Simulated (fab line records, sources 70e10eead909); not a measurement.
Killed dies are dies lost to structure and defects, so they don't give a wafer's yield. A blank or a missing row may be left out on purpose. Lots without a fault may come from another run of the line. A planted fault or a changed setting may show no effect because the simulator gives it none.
fab line records | flow nand_harc
record lots=24 wafers=72 last_day=33
route steps=1302 shown A_WL_FILL@968 A_CONTACT@1048
lots that met no fault: from a run of the same line without faults
start_h: hours from the record's first day to the start of the lot's first wafer shown | wait_h: hours since the lot's step before | " the same as in the row above | L1.1+2: a row that stands for several wafers | - no value, or no start given | * or withheld: withheld | < > ~ a bound
route shown NAME@n: a module of which the file shows steps, and the number in the route of the first | usual: mean/standard deviation of fault-free wafers | same: alike in all rows | chamber/n: place in a boat | sites: the reading at each site | _std_site: their standard deviation | _edge_site: outer sites' mean less inner sites' | radius_mm: how far each site lies from the wafer's centre | mask NAME#n: copy n | behind: the tool/chamber that last shaped the wafer | hold: why the lot was held/for how many hours/how that ended | device: the transistor (n, p or np) that didn't switch | end of line: the same wafers' tests at the end of the route | a step without rows: its recipe alone | killed: dies lost to structure and defects at the first sort, not the wafer's yield | map: a wafer's dies, x killed, . not, _ none there
set.NAME: the setting as run; set.NAME@STEP: as run at that earlier step | model.NAME: the simulator's own value behind a step, which no gauge read
steps of the route over a sample of lots; a table a step, a row a wafer
services: from which hour (start_h, from the record's first day; less than 0 if before it) a tool's chamber was out of use, for how many hours, and why
## steps
# step NHARC_A_WL_FILL_ETCHBACK_17
# recipe target_depth_a=40 time_s=26.7 chemistry=Cl2/BCl3
# usual drypump_motor_current_A=5.9/0.51 he_backside_leak_sccm=3.4/0.36 oes_product_au=0.996/0.012
# columns lot.wafer tool chamber start_h wait_h drypump_motor_current_A he_backside_leak_sccm oes_product_au rf_hours_counter_h
L074.1 rie_metal-02 1 466.46 - 6.1 3.4 0.987 0
L074.2 " 0 " " 6.8 3.6 0.996 0
L074.5 " 1 " " 6.1 3.3 0.980 -
L076.1 rie_metal-02 0 484.14 - 6.7 3.5 0.982 0.3
L076.3 " 0 " " 6.8 3.4 1.000 -
L076.6 " 1 " " 6.1 3.1 0.983 -
L075.1 rie_metal-01 1 484.16 - 5.5 3.6 0.982 1.5
L075.2 " 0 " " 5.3 3.4 1.022 1.5
L075.5 " 0 " " 5.3 3.1 1.009 -
L077.1 rie_metal-02 0 513.81 - 6.8 3.5 0.992 0.8
L077.2 " 1 " " 6.1 3.2 0.981 0.8
L077.5 " 1 " " 6.1 3.6 0.987 -
L079.4 rie_metal-01 1 513.89 - 5.5 6.8 1.002 -
L079.3 " 0 " " 5.3 3.2 1.006 -
L079.6 " 1 " " 5.5 3.6 0.993 -
L078.4 rie_metal-02 1 522.69 - 6.1 3.3 0.972 -
L078.5 " 1 " " 6.1 3.3 0.971 -
L078.6 " 0 " " 6.8 3.4 0.991 -
L082.2 rie_metal-01 1 544.67 - 5.4 3.7 1.004 2.3
L082.4 " 1 " " 5.5 3.4 1.002 -
L082.6 " 0 " " 5.4 3.0 1.012 -
L081.2 rie_metal-01 1 547.65 - 5.5 3.6 1.007 2.4
L081.4 " 1 " " 5.5 3.6 0.999 -
L081.5 " 1 " " 5.5 3.7 1.011 -
L080.2 rie_metal-02 0 549.80 - 6.8 3.4 1.009 1.4
L080.4 " 0 " " 6.8 3.3 1.003 -
L080.5 " 0 " " 6.8 3.5 1.014 -
L084.1 rie_metal-02 0 573.72 - 6.8 3.7 1.007 1.6
L084.2 " 1 " " 6.1 3.2 0.984 1.6
L084.3 " 0 " " 6.8 3.7 0.993 -
L083.2 rie_metal-03 0 573.77 - 5.5 3.5 0.980 1.1
L083.3 " 1 " " 6.2 3.0 0.998 -
L083.5 " 0 " " 5.6 3.7 0.970 -
L085.1 rie_metal-02 0 577.93 - 6.7 3.5 1.007 1.7
L085.3 " 0 " " 6.8 3.4 1.003 -
L085.6 " 0 " " 6.8 3.6 1.012 -
L086.2 rie_metal-03 0 594.33 - 5.5 3.6 0.975 1.2
L086.4 " 1 " " 6.2 3.0 0.995 -
L086.6 " 1 " " 6.2 3.0 1.003 -
L087.1 rie_metal-01 1 605.97 - 5.5 3.7 1.006 0.2
L087.2 " 0 " " 5.3 3.1 1.006 0.2
L087.6 " 0 " " 5.3 3.2 1.008 -
L089.2 rie_metal-02 0 624.91 - 6.8 3.8 1.001 2.7
L089.4 " 0 " " 6.8 3.5 1.003 -
L089.5 " 0 " " 6.8 3.7 1.000 -
L088.3 rie_metal-03 1 624.99 - 6.2 3.3 1.009 -
L088.6 " 1 " " 6.2 3.2 1.014 -
L088.5 " 0 " " 5.6 3.8 0.976 -
L090.2 rie_metal-01 1 638.18 - 5.5 3.5 1.000 1.2
L090.1 " 0 " " 5.3 3.4 1.010 1.2
L090.3 " 1 " " 5.5 3.4 1.010 -
L091.2 rie_metal-03 1 638.20 - 6.2 3.1 0.999 2.2
L091.3 " 1 " " 6.2 3.2 1.002 -
L091.6 " 1 " " 6.2 3.3 0.999 -
L092.1 rie_metal-01 1 649.30 - 5.5 3.6 0.990 1.2
L092.3 " 0 " " 5.4 3.5 0.992 -
L092.5 " 0 " " 5.3 3.4 0.997 -
L093.3 rie_metal-03 1 661.36 - 6.2 3.1 1.009 -
L093.6 " 1 " " 6.2 3.2 1.005 -
L093.5 " 0 " " 5.6 3.7 0.985 -
L094.1 rie_metal-03 0 673.27 - 5.6 3.4 0.981 2.6
L094.4 " 1 " " 6.2 3.1 0.999 -
L094.5 " 0 " " 5.5 3.4 0.978 -
L096.4 rie_metal-02 0 693.68 - 6.8 3.3 1.002 -
L096.5 " 0 " " 6.8 3.5 0.997 -
L096.6 " 1 " " 6.1 3.5 0.975 -
L095.1 rie_metal-01 1 693.68 - 5.5 3.3 1.013 2.0
L095.4 " 0 " " 5.3 3.3 1.014 -
L095.5 " 0 " " 5.3 3.0 1.008 -
L097.1 rie_metal-03 0 714.60 - 5.5 3.6 0.997 0
L097.4 " 1 " " 6.2 3.1 0.999 -
L097.3 " 0 " " 5.6 3.8 0.997 -
# step NHARC_A_WL_FILL_INSPECT_15
# usual raw_defect_count=463/120
# columns lot.wafer tool chamber start_h wait_h raw_defect_count
L074.1 defect_inspect-02 - 472.87 0.0 452
L074.2 " - " " 370
L074.5 " - " " 430
L076.1 defect_inspect-01 - 490.37 0.0 411
L076.3 " - " " 399
L076.6 " - " " 363
L075.1 defect_inspect-02 - 490.51 0.0 665
L075.2 " - " " 496
L075.5 " - " " 663
L077.1 defect_inspect-01 - 520.07 0.0 493
L077.2 " - " " 600
L077.5 " - " " 398
L079.3 defect_inspect-02 - 520.13 0.0 385
L079.4 " - " " 317
L079.6 " - " " 316
L078.4 defect_inspect-01 - 529.02 0.0 454
L078.5 " - " " 410
L078.6 " - " " 482
L082.2 defect_inspect-02 - 551.05 0.0 366
L082.4 " - " " 372
L082.6 " - " " 311
L081.2 defect_inspect-02 - 554.21 0.0 656
L081.4 " - " " 792
L081.5 " - " " 579
L080.2 defect_inspect-01 - 554.32 0.0 644
L080.4 " - " " 503
L080.5 " - " " 524
L083.2 defect_inspect-02 - 580.07 0.0 401
L083.3 " - " " 409
L083.5 " - " " 403
L084.1 defect_inspect-02 - 580.24 0.0 779
L084.2 " - " " 328
L084.3 " - " " 346
L085.1 defect_inspect-01 - 584.32 0.0 534
L085.3 " - " " 605
L085.6 " - " " 570
L086.2 defect_inspect-01 - 600.67 0.0 672
L086.4 " - " " 421
L086.6 " - " " 619
L087.1 defect_inspect-01 - 612.29 0.0 649
L087.2 " - " " 446
L087.6 " - " " 679
L088.3 defect_inspect-01 - 631.25 0.0 320
L088.5 " - " " 347
L088.6 " - " " 374
L089.2 defect_inspect-02 - 631.42 0.0 695
L089.4 " - " " 419
L089.5 " - " " 461
L090.1 defect_inspect-02 - 644.62 0.1 428
L090.2 " - " " 530
L090.3 " - " " 418
L091.2 defect_inspect-02 - 644.70 0.0 420
L091.3 " - " " 385
L091.6 " - " " 414
L092.1 defect_inspect-01 - 655.58 0.0 341
L092.3 " - " " 404
L092.5 " - " " 313
L093.3 defect_inspect-01 - 667.65 0.0 593
L093.5 " - " " 382
L093.6 " - " " 431
L094.1 defect_inspect-01 - 679.55 0.0 340
L094.4 " - " " 328
L094.5 " - " " 289
L095.1 defect_inspect-01 - 700.00 0.0 348
L095.4 " - " " 469
L095.5 " - " " 481
L096.4 defect_inspect-01 - 700.13 0.0 426
L096.5 " - " " 504
L096.6 " - " " 476
L097.1 defect_inspect-02 - 720.83 0.0 517
L097.3 " - " " 492
L097.4 " - " " 540
# step NHARC_A_CONTACT_ETCH_125
# recipe source_w=withheld pressure_mtorr=20 bias_v=3000 time_s=197 target_depth_a=19180 ar_flow_sccm=withheld c4f8_flow_sccm=withheld o2_flow_sccm=withheld chemistry=C4F8/O2/Ar
# usual oes_air_line_au=1.001/0.019
# columns lot.wafer tool chamber start_h wait_h oes_air_line_au rf_hours_counter_h
L074.1 har_cap_etch-02 0 499.31 0.2 1.006 84
L074.2 " 1 " " 0.987 84
L074.5 " 0 " " 1.015 -
L076.1 har_cap_etch-02 1 513.73 0.2 0.989 89
L076.3 " 1 " " 0.978 -
L076.6 " 0 " " 0.991 -
L075.1 har_cap_etch-01 1 516.03 0.2 0.999 0
L075.2 " 0 " " 0.999 0
L075.5 " 1 " " 0.992 -
L077.2 har_cap_etch-01 1 538.22 0.2 1.013 4
L077.1 " 0 " " 0.982 4
L077.5 " 1 " " 1.040 -
L079.3 har_cap_etch-03 0 541.53 0.2 1.022 -
L079.4 " 1 " " 0.988 -
L079.6 " 0 " " 1.038 -
L078.4 har_cap_etch-01 1 547.17 0.2 1.011 -
L078.5 " 0 " " 0.961 -
L078.6 " 1 " " 1.033 -
L082.2 har_cap_etch-01 1 570.91 0.2 0.990 10
L082.4 " 1 " " 1.009 -
L082.6 " 0 " " 0.970 -
L081.2 har_cap_etch-03 0 574.17 0.2 1.001 55
L081.4 " 0 " " 0.995 -
L081.5 " 0 " " 1.038 -
L080.2 har_cap_etch-02 1 577.18 0.2 0.983 100
L080.4 " 0 " " 0.976 -
L080.5 " 1 " " 1.034 -
L084.2 har_cap_etch-01 0 599.20 0.2 0.996 15
L084.1 " 1 " " 0.992 15
L084.3 " 0 " " 0.988 -
L083.2 har_cap_etch-03 0 602.03 0.2 1.025 60
L083.3 " 0 " " 1.010 -
L083.5 " 1 " " 1.040 -
L085.1 har_cap_etch-02 1 605.23 0.2 1.000 105
L085.3 " 0 " " 1.017 -
L085.6 " 1 " " 0.997 -
L086.2 har_cap_etch-01 1 619.70 0.2 1.008 19
L086.4 " 0 " " 0.970 -
L086.6 " 0 " " 0.976 -
L087.1 har_cap_etch-01 1 632.76 0.2 1.012 21
L087.2 " 0 " " 1.000 21
L087.6 " 1 " " 1.021 -
L088.3 har_cap_etch-01 0 649.04 0.2 1.034 -
L088.5 " 0 " " 1.011 -
L088.6 " 1 " " 0.998 -
L089.2 har_cap_etch-02 0 650.87 0.2 0.983 113
L089.4 " 0 " " 0.990 -
L089.5 " 0 " " 1.011 -
L090.2 har_cap_etch-02 0 664.57 0.2 1.026 116
L090.1 " 1 " " 1.012 116
L090.3 " 1 " " 0.981 -
L091.2 har_cap_etch-03 0 664.88 0.2 0.969 72
L091.3 " 1 " " 1.020 -
L091.6 " 1 " " 0.988 -
L092.1 har_cap_etch-01 0 675.37 0.2 1.017 31
L092.3 " 0 " " 1.024 -
L092.5 " 1 " " 0.994 -
L093.3 har_cap_etch-02 0 688.44 0.2 0.993 -
L093.5 " 1 " " 1.001 -
L093.6 " 0 " " 1.036 -
L094.1 har_cap_etch-01 0 697.42 0.2 1.002 36
L094.4 " 1 " " 1.013 -
L094.5 " 0 " " 0.971 -
L095.1 har_cap_etch-02 1 718.06 0.2 1.035 123
L095.4 " 0 " " 0.991 -
L095.5 " 1 " " 1.002 -
L096.4 har_cap_etch-03 0 719.93 0.2 0.971 -
L096.5 " 1 " " 0.995 -
L096.6 " 0 " " 0.992 -
L097.1 har_cap_etch-03 0 739.56 0.2 1.029 84
L097.3 " 1 " " 0.972 -
L097.4 " 0 " " 1.000 -
# step NHARC_A_CONTACT_ETCH_130
# recipe source_w=withheld pressure_mtorr=20 bias_v=3000 time_s=197 target_depth_a=19180 ar_flow_sccm=withheld c4f8_flow_sccm=withheld o2_flow_sccm=withheld chemistry=C4F8/O2/Ar
# usual oes_air_line_au=1.002/0.017
# columns lot.wafer tool chamber start_h wait_h oes_air_line_au rf_hours_counter_h
L074.1 har_cap_etch-02 0 500.20 0.1 0.983 85
L074.2 " 1 " " 0.976 85
L074.5 " 0 " " 0.966 -
L076.1 har_cap_etch-02 1 514.60 0.1 1.040 90
L076.3 " 1 " " 1.014 -
L076.6 " 0 " " 1.011 -
L075.1 har_cap_etch-01 1 516.91 0.1 0.995 1
L075.2 " 0 " " 1.003 1
L075.5 " 1 " " 1.021 -
L077.2 har_cap_etch-01 1 539.11 0.1 1.021 5
L077.1 " 0 " " 1.005 5
L077.5 " 1 " " 1.027 -
L079.3 har_cap_etch-03 0 542.43 0.2 0.997 -
L079.4 " 1 " " 0.998 -
L079.6 " 0 " " 1.017 -
L078.4 har_cap_etch-01 1 548.06 0.1 1.010 -
L078.5 " 0 " " 1.010 -
L078.6 " 1 " " 0.973 -
L082.2 har_cap_etch-01 1 571.80 0.1 1.011 11
L082.4 " 1 " " 0.991 -
L082.6 " 0 " " 0.996 -
L081.2 har_cap_etch-03 0 575.05 0.1 1.013 56
L081.4 " 0 " " 0.989 -
L081.5 " 0 " " 1.014 -
L080.2 har_cap_etch-02 1 578.06 0.1 1.014 100
L080.4 " 0 " " 0.992 -
L080.5 " 1 " " 1.009 -
L084.2 har_cap_etch-01 0 600.09 0.1 1.016 16
L084.1 " 1 " " 0.986 16
L084.3 " 0 " " 1.010 -
L083.2 har_cap_etch-03 0 602.91 0.1 0.978 61
L083.3 " 0 " " 0.978 -
L083.5 " 1 " " 0.987 -
L085.1 har_cap_etch-02 1 606.12 0.1 0.987 106
L085.3 " 0 " " 0.992 -
L085.6 " 1 " " 0.987 -
L086.2 har_cap_etch-01 1 620.58 0.1 1.016 20
L086.4 " 0 " " 1.001 -
L086.6 " 0 " " 1.000 -
L087.1 har_cap_etch-01 1 633.65 0.1 1.038 22
L087.2 " 0 " " 1.000 22
L087.6 " 1 " " 0.975 -
L088.3 har_cap_etch-01 0 649.91 0.1 1.002 -
L088.5 " 0 " " 0.985 -
L088.6 " 1 " " 1.005 -
L089.2 har_cap_etch-02 0 651.75 0.1 1.007 114
L089.4 " 0 " " 1.023 -
L089.5 " 0 " " 1.020 -
L090.2 har_cap_etch-02 0 665.44 0.1 1.010 117
L090.1 " 1 " " 1.018 117
L090.3 " 1 " " 1.015 -
L091.2 har_cap_etch-03 0 666.06 0.2 1.012 73
L091.3 " 1 " " 1.014 -
L091.6 " 1 " " 0.977 -
L092.1 har_cap_etch-01 0 676.26 0.1 0.982 32
L092.3 " 0 " " 0.989 -
L092.5 " 1 " " 0.986 -
L093.3 har_cap_etch-02 0 689.33 0.1 1.013 -
L093.5 " 1 " " 0.998 -
L093.6 " 0 " " 1.023 -
L094.1 har_cap_etch-01 0 698.31 0.1 1.034 37
L094.4 " 1 " " 0.983 -
L094.5 " 0 " " 0.995 -
L095.1 har_cap_etch-02 1 718.95 0.1 1.017 124
L095.4 " 0 " " 0.979 -
L095.5 " 1 " " 1.015 -
L096.4 har_cap_etch-03 0 720.81 0.1 1.008 -
L096.5 " 1 " " 1.009 -
L096.6 " 0 " " 0.991 -
L097.1 har_cap_etch-03 0 740.45 0.1 1.010 85
L097.3 " 1 " " 1.011 -
L097.4 " 0 " " 1.025 -
# step NHARC_A_CONTACT_DESCUM_13
# recipe time_s=3 o2_flow_sccm=200 ar_flow_sccm=0 bias_power_w=0 chemistry=O2
# usual drypump_motor_current_A=5.8/0.59 oes_product_au=0.999/0.011 rf_vpp_V=57.8/0.85 showerhead_plenum_p_Torr=1.90/0.069 throttle_valve_pct=11.311/0.008
# columns lot.wafer tool chamber start_h wait_h drypump_motor_current_A oes_product_au rf_hours_counter_h rf_vpp_V showerhead_plenum_p_Torr throttle_valve_pct
L074.1 rie_diel-01 2 505.75 0.1 5.3 1.009 33 59.1 1.90 11.312
L074.2 " 3 " " 5.6 1.012 40 56.4 1.87 11.307
L074.5 " 1 " " 4.8 1.000 - 58.5 1.88 11.309
L076.1 rie_diel-06 1 521.63 0.1 6.2 0.992 5 58.3 2.01 11.313
L076.3 " 3 " " 6.5 0.996 5 57.9 1.95 11.313
L076.6 " 1 " " 6.2 0.995 - 57.8 2.01 11.299
L075.1 rie_diel-06 1 522.63 0.1 6.2 1.006 6 57.7 2.01 11.321
L075.2 " 0 " " 5.0 0.999 6 56.7 1.90 11.312
L075.5 " 2 " " 5.5 0.994 - 59.6 1.80 11.297
L077.1 rie_diel-06 0 544.25 0.1 5.0 1.003 10 57.3 1.90 11.315
L077.2 " 3 " " 6.5 1.002 10 58.4 1.95 11.305
L077.5 " 1 " " 6.2 1.015 - 57.1 2.01 11.321
L079.3 rie_diel-06 0 551.78 0.1 5.0 1.004 11 58.1 1.90 11.315
L079.4 " 3 " " 6.5 0.997 11 57.0 1.95 11.312
L079.6 " 0 " " 5.0 0.993 - 56.9 1.90 11.307
L078.4 rie_diel-13 1 555.56 0.1 5.7 1.007 8 57.7 1.85 11.324
L078.6 " 0 " " 5.4 0.987 - 58.7 1.92 11.322
L078.5 " 1 " " 5.7 1.006 - 56.7 1.84 11.303
L082.4 rie_diel-06 2 576.81 0.1 5.6 1.011 16 56.6 1.80 11.305
L082.2 " 3 " " 6.5 1.000 15 58.7 1.95 11.302
L082.6 " 2 " " 5.6 1.003 - 57.8 1.80 11.309
L081.4 rie_diel-06 0 580.17 0.2 5.0 0.993 17 57.5 1.89 11.303
L081.2 " 2 " " 5.6 0.979 16 59.1 1.80 11.312
L081.5 " 0 " " 5.0 0.990 - 57.8 1.89 11.314
L080.4 rie_diel-06 0 583.27 0.1 5.0 0.996 18 58.2 1.89 11.310
L080.2 " 1 " " 6.2 0.994 18 60.2 2.00 11.310
L080.5 " 0 " " 5.0 0.993 - 57.9 1.89 11.311
L084.3 rie_diel-06 0 607.37 0.1 5.0 0.993 23 57.4 1.89 11.301
L084.2 " 2 " " 5.6 0.994 19 56.5 1.80 11.319
L084.1 " 3 " " 6.5 0.999 22 57.8 1.95 11.304
L083.2 rie_diel-01 1 611.99 0.1 4.8 0.987 13 58.0 1.87 11.312
L083.3 " 2 " " 5.2 0.986 14 58.7 1.89 11.309
L083.5 " 0 " " 6.3 1.016 - 57.2 1.82 11.302
L085.1 rie_diel-06 3 614.54 0.1 6.5 1.001 23 58.3 1.95 11.316
L085.3 " 2 " " 5.6 0.995 20 57.0 1.80 11.307
L085.6 " 0 " " 5.0 0.990 - 58.8 1.89 11.297
L086.4 rie_diel-06 0 625.89 0.1 5.0 0.994 26 58.2 1.89 11.312
L086.2 " 1 " " 6.2 0.996 25 57.5 2.00 11.306
L086.6 " 0 " " 5.0 0.998 - 57.8 1.89 11.317
L087.2 rie_diel-01 3 638.80 0.1 5.6 1.038 23 57.3 1.86 11.312
L087.1 " 0 " " 6.3 1.034 23 58.3 1.82 11.324
L087.6 " 1 " " 4.8 1.002 - 56.8 1.87 11.314
L088.3 rie_diel-06 1 655.04 0.1 6.2 0.999 31 58.5 2.00 11.307
L088.6 " 2 " " 5.6 1.002 - 57.5 1.79 11.306
L088.5 " 3 " " 6.5 1.007 - 57.5 1.94 11.318
L089.4 rie_diel-06 2 656.85 0.1 5.6 0.990 30 57.2 1.79 11.305
L089.2 " 1 " " 6.2 1.002 32 57.9 2.00 11.305
L089.5 " 3 " " 6.5 1.001 - 57.6 1.94 11.304
L090.2 rie_diel-13 2 677.36 0.1 5.9 0.981 49 56.7 1.84 11.312
L090.1 " 3 " " 6.2 0.978 47 57.8 1.86 11.307
L090.3 " 0 " " 5.4 1.011 54 59.2 1.90 11.322
L091.3 rie_diel-06 1 677.50 0.1 6.2 1.005 2 57.4 2.00 11.311
L091.2 " 3 " " 6.5 1.002 1 56.9 1.94 11.296
L091.6 " 2 " " 5.6 1.014 - 56.6 1.79 11.317
L092.1 rie_diel-01 3 681.46 0.1 5.6 1.028 38 57.1 1.85 11.323
L092.3 " 0 " " 6.3 1.029 35 57.2 1.82 11.292
L092.5 " 3 " " 5.6 1.021 - 57.2 1.85 11.323
L093.3 rie_diel-06 2 694.77 0.4 5.6 1.015 4 56.6 1.79 11.316
L093.5 " 3 " " 6.5 0.991 - 57.2 1.94 11.307
L093.6 " 0 " " 5.0 0.996 - 58.0 1.89 11.311
L094.4 rie_diel-06 0 703.47 0.1 5.0 0.994 5 58.2 1.89 11.322
L094.1 " 1 " " 6.2 0.993 6 58.1 2.00 11.305
L094.5 " 3 " " 6.5 0.999 - 57.1 1.94 11.315
L095.4 rie_diel-06 0 724.16 0.2 5.0 0.991 10 58.2 1.89 11.323
L095.1 " 2 " " 5.6 1.019 11 58.8 1.79 11.316
L095.5 " 3 " " 6.5 1.004 - 56.5 1.94 11.307
L096.4 rie_diel-06 1 725.92 0.1 6.2 1.003 11 58.5 2.00 11.314
L096.6 " 2 " " 5.6 1.016 - 57.8 1.79 11.313
L096.5 " 3 " " 6.5 1.003 - 57.9 1.94 11.294
L097.3 rie_diel-06 0 748.30 0.1 5.0 0.981 13 56.9 1.89 11.312
L097.4 " 1 " " 6.2 0.993 14 58.4 1.99 11.323
L097.1 " 3 " " 6.5 0.981 13 58.7 1.94 11.300
# step NHARC_A_CONTACT_ETCH_31
# recipe target_depth_a=28000 over_etch_frac=0.3 time_s=728 ion_energy_ev=150 o2_flow_sccm=400 cos_flow_sccm=20 ar_flow_sccm=0 rf_w=500 bias_w=300 chemistry=O2/COS
# usual bias_w=300.1/0.92 drypump_motor_current_A=5.8/0.59 oes_product_au=1.000/0.011 rf_vpp_V=313.7/1.8 showerhead_plenum_p_Torr=3.09/0.11 throttle_valve_pct=28.330/0.0089
# columns lot.wafer tool chamber start_h wait_h bias_w drypump_motor_current_A oes_product_au rf_hours_counter_h rf_vpp_V showerhead_plenum_p_Torr throttle_valve_pct
L074.1 rie_diel-01 2 - - 302.0 5.3 1.005 33 313.9 3.10 28.329
L074.2 " 3 " " 300.9 5.6 1.013 41 312.6 3.05 28.338
L074.5 " 1 " " 299.8 4.8 0.992 - 312.8 3.08 28.348
L076.1 rie_diel-06 3 - - 299.0 6.5 1.007 6 314.1 3.18 28.338
L076.3 " 1 " " 302.4 6.2 1.004 6 316.2 3.27 28.334
L076.6 " 2 " " 299.8 5.6 0.990 - 310.8 2.95 28.338
L075.1 rie_diel-06 2 - - 299.0 5.6 0.996 6 310.3 2.95 28.333
L075.2 " 3 " " 298.6 6.5 1.014 6 314.8 3.18 28.329
L075.5 " 0 " " 301.7 5.0 1.011 - 314.0 3.10 28.329
L077.2 rie_diel-06 3 - - 299.9 6.5 1.009 10 315.1 3.18 28.331
L077.1 " 2 " " 299.1 5.6 0.992 10 310.9 2.95 28.307
L077.5 " 0 " " 300.9 5.0 0.999 - 314.1 3.10 28.323
L079.3 rie_diel-06 3 - - 301.1 6.5 1.003 11 314.7 3.18 28.327
L079.4 " 0 " " 300.5 5.0 0.993 11 314.1 3.09 28.328
L079.6 " 3 " " 301.2 6.5 0.991 - 315.5 3.18 28.319
L078.4 rie_diel-13 0 - - 299.3 5.4 0.976 9 312.4 3.13 28.333
L078.6 " 2 " " 298.8 5.9 0.980 - 313.8 3.02 28.325
L078.5 " 3 " " 301.2 6.3 0.968 - 313.7 3.06 28.337
L082.2 rie_diel-06 3 - - 300.8 6.5 1.004 15 314.4 3.18 28.331
L082.4 " 0 " " 300.4 5.0 1.000 17 313.8 3.09 28.333
L082.6 " 0 " " 301.9 5.0 0.997 - 313.4 3.09 28.331
L081.2 rie_diel-06 1 - - 299.4 6.2 0.996 18 315.1 3.26 28.325
L081.4 " 2 " " 300.1 5.6 0.993 17 312.4 2.94 28.325
L081.5 " 3 " " 300.8 6.5 1.003 - 314.5 3.18 28.335
L080.2 rie_diel-06 1 - - 300.3 6.3 0.993 18 317.4 3.26 28.328
L080.4 " 0 " " 301.6 5.0 0.997 18 313.8 3.09 28.336
L080.5 " 1 " " 300.8 6.3 0.997 - 315.4 3.26 28.345
L084.1 rie_diel-06 2 - - 300.7 5.6 0.999 20 311.8 2.94 28.339
L084.2 " 3 " " 300.8 6.5 1.017 23 314.2 3.17 28.322
L084.3 " 0 " " 301.5 5.0 0.993 24 314.3 3.09 28.348
L083.3 rie_diel-01 2 - - 301.0 5.2 0.998 14 314.5 3.09 28.344
L083.2 " 3 " " 301.4 5.6 1.031 16 312.8 3.04 28.342
L083.5 " 0 " " 301.1 6.3 1.011 - 311.3 2.98 28.310
L085.1 rie_diel-06 0 - - 300.4 5.0 0.994 24 313.0 3.09 28.326
L085.3 " 2 " " 299.5 5.6 0.993 21 311.6 2.94 28.339
L085.6 " 0 " " 298.5 5.0 0.991 - 313.7 3.09 28.341
L086.4 rie_diel-06 3 - - 300.6 6.5 0.996 26 314.6 3.17 28.338
L086.2 " 1 " " 300.6 6.3 0.999 26 315.2 3.26 28.321
L086.6 " 2 " " 300.0 5.6 0.995 - 311.0 2.94 28.341
L087.1 rie_diel-01 3 - - 299.2 5.6 1.041 24 314.8 3.03 28.333
L087.2 " 0 " " 299.3 6.3 1.032 24 312.0 2.98 28.340
L087.6 " 1 " " 299.4 4.8 0.999 - 312.3 3.06 28.327
L088.3 rie_diel-06 1 - - 300.9 6.2 0.986 31 316.2 3.25 28.329
L088.5 " 2 " " 299.4 5.6 0.989 - 312.0 2.94 28.323
L088.6 " 3 " " 299.4 6.5 0.995 - 313.3 3.17 28.340
L089.2 rie_diel-06 0 - - 300.2 5.0 1.005 31 314.0 3.08 28.333
L089.4 " 3 " " 299.0 6.5 1.001 32 315.1 3.17 28.329
L089.5 " 0 " " 299.5 5.0 1.008 - 311.7 3.08 28.321
L091.3 rie_diel-06 2 - - 299.3 5.6 1.012 2 311.9 2.94 28.337
L091.2 " 3 " " 299.7 6.5 0.999 2 315.4 3.17 28.321
L091.6 " 2 " " 299.5 5.6 1.009 - 312.0 2.94 28.348
L090.2 rie_diel-13 3 - - 300.9 6.3 0.984 47 313.6 3.04 28.323
L090.3 " 0 " " 301.9 5.4 1.000 55 314.5 3.10 28.339
L090.1 " 2 " " 300.2 5.9 0.985 50 314.0 3.00 28.323
L092.1 rie_diel-01 1 - - 299.1 4.8 1.009 33 312.0 3.05 28.332
L092.3 " 2 " " 300.0 5.2 0.991 38 313.9 3.08 28.328
L092.5 " 1 " " 301.2 4.8 1.003 - 311.9 3.05 28.340
L093.3 rie_diel-06 2 - - 300.5 5.6 1.003 4 310.4 2.93 28.332
L093.5 " 2 " " 299.6 5.6 1.008 - 312.0 2.94 28.317
L093.6 " 3 " " 300.1 6.5 1.002 - 316.1 3.17 28.329
L094.1 rie_diel-06 2 - - 300.1 5.6 1.010 6 310.6 2.93 28.324
L094.4 " 3 " " 300.3 6.5 0.988 5 314.7 3.16 28.351
L094.5 " 0 " " 300.8 5.0 0.998 - 312.7 3.08 28.337
L095.1 rie_diel-06 0 - - 298.3 5.0 1.001 10 313.8 3.08 28.315
L095.4 " 1 " " 299.5 6.3 1.010 11 315.4 3.25 28.321
L095.5 " 2 " " 299.4 5.6 1.008 - 313.5 2.93 28.331
L096.4 rie_diel-06 0 - - 300.4 5.0 1.002 11 312.1 3.08 28.344
L096.5 " 2 " " 300.9 5.6 1.001 - 311.3 2.93 28.333
L096.6 " 3 " " 299.5 6.5 0.998 - 315.0 3.16 28.340
L097.1 rie_diel-06 2 - - 299.9 5.6 1.013 14 311.3 2.93 28.328
L097.3 " 3 " " 299.9 6.5 1.002 14 316.0 3.16 28.330
L097.4 " 1 " " 300.6 6.3 1.001 14 316.9 3.25 28.324
## services
# columns tool chamber start_h hours kind
rie_metal-02 - 454.00 9.0 pm
rie_diel-06 0 463.30 - clean
rie_diel-06 - 484.24 9.0 pm
har_cap_etch-01 - 497.00 17.0 pm
har_cap_etch-02 - 515.90 0.5 repair
rie_diel-13 - 519.00 9.0 pm
rie_metal-03 - 519.00 9.0 pm
rie_diel-01 - 539.76 0.4 repair
rie_diel-01 - 560.59 9.0 pm
rie_metal-01 - 575.00 9.0 pm
rie_diel-06 2 586.16 8.3 repair
rie_metal-01 0 599.62 1.3 repair
har_cap_etch-01 - 624.35 0.1 repair
rie_metal-02 - 631.00 9.0 pm
har_cap_etch-03 - 648.00 0.6 repair
rie_diel-13 3 648.51 3.9 repair
rie_diel-06 - 661.24 9.0 pm
rie_diel-01 1 671.97 9.8 repair
rie_diel-13 - 696.00 9.0 pm
rie_metal-03 - 696.00 9.0 pm
rie_diel-01 3 716.07 5.5 repair
rie_diel-01 0 732.07 7.7 repair
rie_diel-01 - 737.59 9.0 pm
har_cap_etch-01 - 742.47 0.1 repair
## key
fault none
